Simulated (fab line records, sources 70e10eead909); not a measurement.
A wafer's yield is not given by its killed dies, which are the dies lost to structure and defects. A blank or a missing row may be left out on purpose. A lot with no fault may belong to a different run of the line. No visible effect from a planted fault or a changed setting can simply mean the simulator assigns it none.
fab line records	flow nandHarc
record lots=6	wafers=18	lastDay=32
route steps=1302 shown A_WL_FILL@982 A_CONTACT@983
lots that met no fault: from a run of the same line without faults
startH: hours from the record's first day to the start of the lot's first wafer shown	waitH: hours elapsed since this lot's preceding step	" same as the row above	L1.1+2: one row covering several wafers at once	- no value, or no start given	* or withheld: withheld	< > ~ a bound
route shown NAME@n: names a module that has steps shown in the file, with the first one's number in the route	usual: mean/standard deviation of fault-free wafers	same: alike in all rows	chamber/n: place in a boat	sites: readings site by site	_std_site: their standard deviation	_edge_site: inner sites' mean taken away from outer sites' mean	radiusMm: for every site, how far away it sits from the centre of the wafer	mask NAME#n: copy n	behind: the last tool/chamber to shape the wafer	hold: the reason the lot was held/the length of the hold in hours/how it ended	device: which transistor (n, p or np) failed to switch	end of line: the route-end tests of the same wafers	for a step that has no rows: nothing shown but its recipe	killed: dies that structure and defects cost at the first sort, which is not the same as the wafer's yield	map: the dies of a wafer, with x for killed, . for not killed, _ for no die there
set.NAME: the setting as run; set.NAME@STEP: as run at that earlier step	model.NAME: the simulator's own value behind a step, which no gauge read
lots at selected steps of the route; one table per step, one row per wafer
services: the hour from which a tool's chamber was out of use, counted from the record's first day as startH (under 0 if before that day), plus the number of hours and why
## steps
# step NHARC_A_WL_FILL_INSPECT_15
# usual rawDefectCount=493/130
lot.wafer	tool	chamber	startH	waitH	rawDefectCount
L963.4	defectInspect-01	-	547.43	0.0	543
L963.5	"	-	"	"	543
L963.6	"	-	"	"	417
L966.1	defectInspect-01	-	557.78	0.0	423
L966.3	"	-	"	"	356
L966.6	"	-	"	"	401
L967.3	defectInspect-01	-	570.51	0.0	303
L967.5	"	-	"	"	255
L967.6	"	-	"	"	363
L969.1	defectInspect-02	-	573.35	0.0	488
L969.3	"	-	"	"	521
L969.6	"	-	"	"	554
L973.1	defectInspect-02	-	639.66	0.0	457
L973.3	"	-	"	"	536
L973.4	"	-	"	"	393
L978.2	defectInspect-02	-	689.58	0.0	391
L978.3	"	-	"	"	494
L978.6	"	-	"	"	436
# step NHARC_A_CONTACT_DEP_24
# recipe targetThkA=5000	tempC=400	pressureTorr=6.5	rfW=900	teosFlowSccm=161.4	flowSccm=2650	targetThkNm=500	gas=O2	material=SiO2
# usual chamberPressureTorr=6.501/0.014	heaterPowerW=551/88	throttleValvePct=16.2/0.66
lot.wafer	tool	chamber	startH	waitH	chamberPressureTorr	heaterPowerW	throttleValvePct
L963.6	pecvd-02	1	547.68	0.2	6.517	536	16.3
L963.5	"	2	"	"	6.511	514	16.4
L963.4	"	0	"	"	6.485	645	17.3
L966.3	pecvd-01	1	557.85	0.1	6.515	489	15.5
L966.1	"	2	"	"	6.510	529	15.5
L966.6	"	1	"	"	6.523	516	15.7
L967.3	pecvd-04	2	570.86	0.3	6.499	650	17.2
L967.5	"	1	"	"	6.515	508	16.1
L967.6	"	2	"	"	6.488	706	16.8
L969.1	pecvd-04	1	573.42	0.1	6.478	575	16.0
L969.3	"	2	"	"	6.507	649	16.9
L969.6	"	2	"	"	6.524	645	16.7
L973.3	pecvd-01	0	639.79	0.1	6.502	534	15.0
L973.1	"	1	"	"	6.488	502	15.9
L973.4	"	2	"	"	6.480	501	15.9
L978.3	pecvd-02	2	689.71	0.1	6.486	389	15.8
L978.2	"	0	"	"	6.528	759	17.1
L978.6	"	0	"	"	6.501	603	17.1
# step NHARC_A_CONTACT_DEP_28
# recipe targetThkA=70000	tempC=400	material=aC
# usual throttleValvePct=34.999/0.0095
lot.wafer	tool	chamber	startH	waitH	throttleValvePct
L963.4	aclDep-03	0	550.23	2.2	34.999
L963.5	"	0	"	"	35.007
L963.6	"	0	"	"	34.986
L966.1	aclDep-02	0	558.83	0.4	35.001
L966.3	"	0	560.24	1.8	34.984
L966.6	"	0	562.36	4.0	34.993
L967.3	aclDep-01	0	575.36	4.0	34.988
L967.5	"	0	576.74	5.4	34.984
L967.6	"	0	"	"	34.991
L969.1	aclDep-03	0	577.92	3.9	34.998
L969.3	"	0	579.35	5.4	35.017
L969.6	"	0	581.49	7.5	35.008
L973.1	aclDep-02	0	642.70	2.4	34.989
L973.3	"	0	644.13	3.8	35.005
L973.4	"	0	"	"	35.008
L978.2	aclDep-03	0	690.97	0.8	34.994
L978.3	"	0	"	"	34.988
L978.6	"	0	693.82	3.6	34.988
# step NHARC_A_CONTACT_DEP_29
# recipe targetThkA=1000	targetThkNm=100	tempC=400	pressureTorr=3.5	flowSccm=200	rfW=350	material=SiON
# usual chamberPressureTorr=3.500/0.0074	heaterPowerW=755/93
lot.wafer	tool	chamber	startH	waitH	chamberPressureTorr	heaterPowerW
L963.4	pecvd-02	2	552.46	1.5	3.502	595
L963.6	"	0	"	"	3.504	890
L963.5	"	1	"	"	3.497	895
L966.3	pecvd-01	0	563.09	2.1	3.498	748
L966.1	"	2	"	"	3.500	832
L966.6	"	2	"	"	3.505	831
L967.3	pecvd-02	2	578.34	2.3	3.513	677
L967.5	"	0	"	"	3.493	905
L967.6	"	1	"	"	3.501	836
L969.1	pecvd-04	2	582.22	3.6	3.495	856
L969.3	"	1	"	"	3.512	669
L969.6	"	2	"	"	3.495	861
L973.1	pecvd-02	0	647.01	3.6	3.507	898
L973.3	"	1	"	"	3.493	916
L973.4	"	1	"	"	3.496	887
L978.2	pecvd-01	0	694.58	2.9	3.509	621
L978.3	"	1	"	"	3.505	721
L978.6	"	2	"	"	3.505	761
# step NHARC_A_CONTACT_DEHYDRATE_32
# recipe tempC=150	timeS=120
# step NHARC_A_CONTACT_HMDS_33
# recipe timeS=30
# step NHARC_A_CONTACT_COAT_34
# recipe tempC=260	timeS=75
# step NHARC_A_CONTACT_COAT_35
# recipe tempC=225	timeS=65
# step NHARC_A_CONTACT_COAT_36
# recipe spinRpm=1500	resistThkNm=90
# step NHARC_A_CONTACT_SOFTBAKE_37
# recipe tempC=105	timeS=55
# step NHARC_A_CONTACT_EBR_38
# step NHARC_A_CONTACT_EXPOSE_39
# recipe na=1.35	sigmaOuter=0.8	doseMj=58.79	maskId=A_CC_3
# usual exposureDoseMJCm2=58.71/0.064
lot.wafer	tool	chamber	startH	waitH	mask	exposureDoseMJCm2
L963.4	arfiScanner-03	0	552.97	-	A_CC_3#0	58.66
L963.5	"	0	"	"	A_CC_3#0	58.79
L963.6	"	0	"	"	A_CC_3#0	58.74
L966.1	arfiScanner-03	0	563.55	-	A_CC_3#0	87.46
L966.3	"	0	"	"	A_CC_3#0	87.53
L966.6	"	0	"	"	A_CC_3#0	87.47
L967.3	arfiScanner-03	0	578.87	-	A_CC_3#0	81.74
L967.5	"	0	"	"	A_CC_3#0	81.78
L967.6	"	0	"	"	A_CC_3#0	81.81
L969.1	arfiScanner-02	0	582.80	-	A_CC_3#0	58.73
L969.3	"	0	"	"	A_CC_3#0	58.78
L969.6	"	0	"	"	A_CC_3#0	58.70
L973.1	arfiScanner-02	0	647.59	-	A_CC_3#0	58.75
L973.3	"	0	"	"	A_CC_3#0	58.75
L973.4	"	0	"	"	A_CC_3#0	58.79
L978.2	arfiScanner-01	0	695.02	-	A_CC_3#0	58.77
L978.3	"	0	"	"	A_CC_3#0	58.73
L978.6	"	0	"	"	A_CC_3#0	58.76
# step NHARC_A_CONTACT_PEB_40
# recipe pebTempC=100	pebTimeS=65
# step NHARC_A_CONTACT_DEVELOP_41
# recipe developTimeS=35	devTempC=23
# step NHARC_A_CONTACT_CD_MEAS_42
# recipe targetCdNm=300	landingEnergyEv=500
# usual cdNm=300.0/0.4
# same landingEnergyEv=500
lot.wafer	tool	chamber	startH	waitH	cdNm
L963.4	cdSem-01	0	553.10	-	300.4
L963.5	"	0	"	"	300.5
L963.6	"	0	"	"	299.7
L966.1	cdSem-03	0	563.69	-	323.0
L966.3	"	0	"	"	322.9
L966.6	"	0	"	"	323.3
L967.3	cdSem-02	0	579.01	-	319.1
L967.5	"	0	"	"	317.6
L967.6	"	0	"	"	318.5
L969.1	cdSem-03	0	582.94	-	299.9
L969.3	"	0	"	"	300.2
L969.6	"	0	"	"	299.9
L973.1	cdSem-01	0	647.73	-	300.2
L973.3	"	0	"	"	300.4
L973.4	"	0	"	"	299.9
L978.2	cdSem-01	0	695.15	-	300.6
L978.3	"	0	"	"	299.7
L978.6	"	0	"	"	300.1
# step NHARC_A_CONTACT_OVL_MEAS_43
# usual overlayXNm=-0.6/0.88	overlayYNm=-0.2/0.74
lot.wafer	tool	chamber	startH	waitH	overlayXNm	overlayYNm
L963.4	overlay-01	-	553.18	-	-0.9	0.4
L963.5	"	-	"	"	-0.6	0.9
L963.6	"	-	"	"	-0.8	0.0
L966.1	overlay-01	-	563.78	-	-1.8	0.0
L966.3	"	-	"	"	-2.0	0.4
L966.6	"	-	"	"	-1.6	-0.3
L967.3	overlay-01	-	579.10	-	-1.2	-1.2
L967.5	"	-	"	"	0.0	-1.9
L967.6	"	-	"	"	-0.6	-1.1
L969.1	overlay-01	-	583.03	-	-2.1	-0.6
L969.3	"	-	"	"	-1.6	-0.5
L969.6	"	-	"	"	-1.5	-0.7
L973.1	overlay-01	-	647.81	-	-0.3	0.0
L973.3	"	-	"	"	-0.4	-0.1
L973.4	"	-	"	"	-0.3	-0.5
L978.2	overlay-02	-	695.24	-	1.0	-0.3
L978.3	"	-	"	"	0.0	-0.6
L978.6	"	-	"	"	0.6	0.5
## services
tool	chamber	startH	hours	kind
pecvd-04	-	525.46	1.0	repair
pecvd-04	-	533.62	0.5	repair
arfiScanner-01	-	539.08	2.0	repair
arfiScanner-03	-	540.00	4.0	pm
aclDep-01	-	555.18	13.0	pm
arfiScanner-01	-	562.38	0.3	repair
arfiScanner-03	-	567.84	1.4	repair
pecvd-02	-	589.35	13.0	pm
pecvd-02	0	589.35	13.0	ventCycle
pecvd-02	1	589.35	13.0	ventCycle
pecvd-02	2	589.35	13.0	ventCycle
arfiScanner-01	-	596.00	4.0	pm
pecvd-02	0	602.35	-	clean
pecvd-02	1	602.35	-	clean
pecvd-02	2	602.35	-	clean
pecvd-04	-	605.56	0.6	repair
aclDep-02	-	609.09	13.0	pm
pecvd-04	-	631.00	13.0	pm
pecvd-01	2	658.08	21.1	repair
aclDep-03	-	664.18	13.0	pm
pecvd-01	-	673.57	13.0	pm
pecvd-01	0	673.57	13.0	ventCycle
arfiScanner-01	-	682.67	0.6	repair
arfiScanner-02	-	687.26	5.7	repair
## key
firstSign step=NHARC_A_CONTACT_EXPOSE_39	reading=exposureDoseMJCm2	direction=up	sigmas=99+	usual=58.71	struck=84.63
effect step=NHARC_A_CONTACT_CD_MEAS_42	reading=cdNm	direction=up	sigmas=52	usual=300.0	struck=320.7	through=controlLoop
metAt NHARC_A_CONTACT_EXPOSE_39
struckWafers L966.1,L966.3,L966.6,L967.3,L967.5,L967.6
testerLeftOut L966,L967
loopTrim step=NHARC_A_CONTACT_EXPOSE_39	setting=dose	lots=L967
onsetBetween 552.97 563.55
fault kind=processParameterDrift	tool=arfiScanner-03	chamber=-	onsetH=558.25	steps=NHARC_A_CONTACT_EXPOSE_39	channel=doseMj	offset=28.838	shape=step	actsIn=theseRecipesOnly	stated=58.79
# testerLeftOut: of these lots the tester's yield and bins aren't shown, on N5 and GAA mostly nor the transistor test; their killed dies are dies lost to structure and defects alone, not to doping, threshold or leakage, so they don't give the yield
# loopTrim: a control loop set the setting to another value than it would have without faults
